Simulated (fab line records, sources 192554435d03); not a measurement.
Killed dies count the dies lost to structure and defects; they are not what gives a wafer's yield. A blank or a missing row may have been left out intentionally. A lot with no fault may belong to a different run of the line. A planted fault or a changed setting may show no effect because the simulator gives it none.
A struck lot beside a sound one :: flow n5 finfet :: 16 steps out of a route of 1938
Sound: wafers L629.2, L629.4, L629.5. Wafers struck: L626.1, L626.2, L626.4. The cause comes at the end.
Each step with rows lists, per side, the tool, then ch with its chambers, then its first start. Under that, the readings that differ: sound wafers :: struck wafers :: difference of the means :: sigmas: that difference in standard deviations of wafers without a fault.
alike: a reading whose means differ by less than 2 such deviations, as well as words and numbers matching on both sides. not compared: withheld readings; readings where some wafer has no value; bounds like >300 that might hide an equal value; numbers whose values overlap and for which the record gives no deviation.
Wherever a step has rows on one side only, a row that says differs or no value, or a row with sigmas, the two part there. Non-overlapping numbers with no deviation appear without sigmas and do not part them. A reading that every wafer of one side lacks parts them only if that side has two wafers or more.

first, 3 steps without rows for these wafers: N5_BEOL_M2_SURFACE_TREAT_85; N5_BEOL_M2_CVD_47 (deposits Co from CCTBA/H2, target thk 3 nm, time 223.8 s); N5_BEOL_M2_SPUTTER_48 (material Cu, target thk 4.5 nm, time 8.29 s).
N5_BEOL_M2_ANNEAL_49: time 240 s.
  struck on pvd sputter-02, day 13 00:15; sound on pvd sputter-02, day 13 19:01
  alike: heater power w, susceptor_temp_C_max
then, 2 steps without rows for these wafers: N5_BEOL_M2_SPUTTER_79 (material Cu, target thk 4.5 nm, time 8.29 s); N5_BEOL_M2_ANNEAL_80 (time 240 s).
N5_BEOL_M2_SPUTTER_81: material Cu, target thk 4.5 nm, time 8.29 s.
  struck on pvd sputter-02, day 13 00:37; sound on pvd sputter-02, day 13 19:23
  alike: chamber pressure pa, chuck gas flow sccm, throttle valve pct
N5_BEOL_M2_ANNEAL_82: time 240 s.
  struck on pvd sputter-02, day 13 00:41; sound on pvd sputter-02, day 13 19:28
  alike: heater power w, susceptor_temp_C_max
N5_BEOL_M2_SPUTTER_86: material Cu, target thk 4.5 nm, time 8.29 s.
  struck on pvd sputter-02, day 13 00:50; sound on pvd sputter-02, day 13 19:36
  alike: chamber pressure pa, chuck gas flow sccm, throttle valve pct
then, 3 steps without rows for these wafers: N5_BEOL_M2_ANNEAL_87 (time 240 s); N5_BEOL_M2_SPUTTER_88 (material Cu, target thk 4.5 nm, time 8.29 s); N5_BEOL_M2_ANNEAL_89 (time 240 s).
N5_BEOL_M2_SPUTTER_90: material Cu, target thk 4.5 nm, time 8.29 s.
  struck on pvd sputter-02, day 13 01:16; sound on pvd sputter-02, day 13 20:02
  no value came back on the struck wafers for chamber pressure pa (Pa), chuck gas flow sccm (sccm), throttle valve pct (%); on the sound wafers chamber pressure pa (Pa) reads 0.07018 0.07017 0.06974
N5_BEOL_M2_ANNEAL_91: time 240 s.
  struck on pvd sputter-02, day 13 01:21; sound on pvd sputter-02, day 13 20:07
  alike: heater power w, susceptor_temp_C_max
N5_BEOL_M4_RC_MEAS_101:
  sound on prober-01 ch 0, day 15 22:39; struck on prober-01 ch 0, day 14 15:13
reading: IOFF_P (nA/um)
sound: 0.16 0.17 0.17
struck: 0.23 0.26 0.24
difference: +0.08
sigmas: +2

reading: ION_N (uA/um)
sound: 663 657 669
struck: 683 684 678
difference: +19
sigmas: +2

reading: ION_P (uA/um)
sound: 453 447 459
struck: 470 477 469
difference: +19
sigmas: +3

reading: VT_P (mV)
sound: -257 -254 -255
struck: -248 -245 -248
difference: +8
sigmas: +3
  alike: DIBL_N, DIBL_P, IOFF_N, SS_N, SS_P, VT_N
-- record jumps: 4 days separate the struck wafers' starts on either side; left off in module BEOL_M4, taken up again in module PASSIVATION, whose first shown step is the route's number 1936 --
N5_PASSIVATION_PROBE_49:
  rows exist in the record for the struck wafers here (prober-02, day 19 03:13), but not for the sound ones

WHERE THEY PART
At N5_BEOL_M2_SPUTTER_90 first; at N5_PASSIVATION_PROBE_49 last (within this record only).

WHY: what had been put in by the simulator
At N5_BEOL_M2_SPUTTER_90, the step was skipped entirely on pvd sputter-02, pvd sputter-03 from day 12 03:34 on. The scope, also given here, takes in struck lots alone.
